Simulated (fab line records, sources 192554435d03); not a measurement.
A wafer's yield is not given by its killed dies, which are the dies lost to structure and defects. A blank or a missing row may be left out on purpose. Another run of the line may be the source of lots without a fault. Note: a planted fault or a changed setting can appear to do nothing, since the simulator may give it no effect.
Which tool was responsible? -- flow n5-finfet -- Sampling: 12 lots, 36 wafers, 4 of 1938 route steps

WHAT THE GAUGES READ, wafer by wafer
N5_BEOL_M7_CD_MEAS_35: the cd target is 40 nm.
lot,measured,on,cd-nm (nm)
L074,day 9 06:10,cd-sem-02,41.4 40.7 40.2
L077,day 10 05:36,cd-sem-02,40.9 40.7 40.3
L078,day 10 07:40,cd-sem-01,39.6 39.1 41.5
L082,day 11 01:41,cd-sem-03,39.9 40.9 39.2
L084,day 11 07:47,cd-sem-03,39.5 39.8 40.6
L085,day 11 23:40,cd-sem-02,39.9 40.6 39.1
L088,day 12 18:36,cd-sem-01,41.4 39.9 39.7
L089,day 13 01:17,cd-sem-01,38.8 40.5 38.8
L091,day 13 18:26,cd-sem-02,40.7 40.6 41.1
L093,day 14 10:01,cd-sem-02,39.8 40.1 39.2
L095,day 14 19:46,cd-sem-03,40.2 39.2 38.8
L096,day 15 01:29,cd-sem-01,41.0 40.1 41.6

WHICH TOOL RAN EACH LOT (tool, then ch and the chambers of the sampled wafers, then the start)
lot,N5_BEOL_M6_PRE_CLEAN_45,N5_BEOL_M7_HM_OPEN_17,N5_BEOL_M7_ETCH_65
L074,"pvd-sputter-01, day 8 23:52","rie-metal-03 ch 0, day 9 04:47","rie-diel-06 ch 0,2,3, day 9 05:38"
L077,"pvd-sputter-03, day 9 21:02","rie-metal-02 ch 0,1, day 10 01:36","rie-diel-02 ch 0,2,3, day 10 05:04"
L078,"pvd-sputter-02, day 10 00:58","rie-metal-02 ch 0,1, day 10 06:23","rie-diel-03 ch 0,1,2, day 10 07:08"
L082,"pvd-sputter-02, day 10 19:14","rie-metal-02 ch 0,1, day 11 00:03","rie-diel-03 ch 1,2,3, day 11 01:09"
L084,"pvd-sputter-02, day 11 00:26","rie-metal-02 ch 0,1, day 11 04:10","rie-diel-03 ch 0,1,2, day 11 07:16"
L085,"pvd-sputter-03, day 11 15:34","rie-metal-01 ch 0,1, day 11 20:23","rie-diel-02 ch 1,2,3, day 11 23:02"
L088,"pvd-sputter-02, day 12 10:57","rie-metal-01 ch 0,1, day 12 15:35","rie-diel-03 ch 0,1,3, day 12 18:04"
L089,"pvd-sputter-01, day 12 18:26","rie-metal-03 ch 0,1, day 12 23:50","rie-diel-03 ch 2,3, day 13 00:46"
L091,"pvd-sputter-02, day 13 12:23","rie-metal-01 ch 1, day 13 16:28","rie-diel-06 ch 0,1,2, day 13 17:54"
L093,"pvd-sputter-02, day 13 23:10","rie-metal-03 ch 0, day 14 03:34","rie-diel-02 ch 1,3, day 14 09:22"
L095,"pvd-sputter-03, day 14 11:40","rie-metal-02 ch 0,1, day 14 17:08","rie-diel-02 ch 0,1,3, day 14 19:07"
L096,"pvd-sputter-02, day 14 19:48","rie-metal-02 ch 0,1, day 14 23:30","rie-diel-02 ch 0,1,2, day 15 00:56"
- N5_BEOL_M6_PRE_CLEAN_45: time 30 s.
- N5_BEOL_M7_HM_OPEN_17: chemistry Cl2/BCl3, target TiN, target depth 20 nm, overetch 6 nm.
- N5_BEOL_M7_ETCH_65: etches SiARC in CF4, target depth 15.6 nm, time 26 s.

THE ANSWER, worked out from the rows above alone
Rule: the usual values come from the lots themselves. The widest of any qualifying gaps counts: lots, ordered by their means at a reading, are off when they make up no more than a third of the lots, leave a main group of 4 or more, and stand apart from it by 3 or more times the standard deviation of that group's means. A main group whose means are all the same, to the digits that the tables above print for the reading, isn't used. A lot without any number at a reading at which 4 lots or more have one is off too. Where the step has rows for the other lots, those lots are counted as sound.
Across all readings shown, no lot is off: no conclusion can be drawn from this.

WHAT THE SIMULATOR PUT IN
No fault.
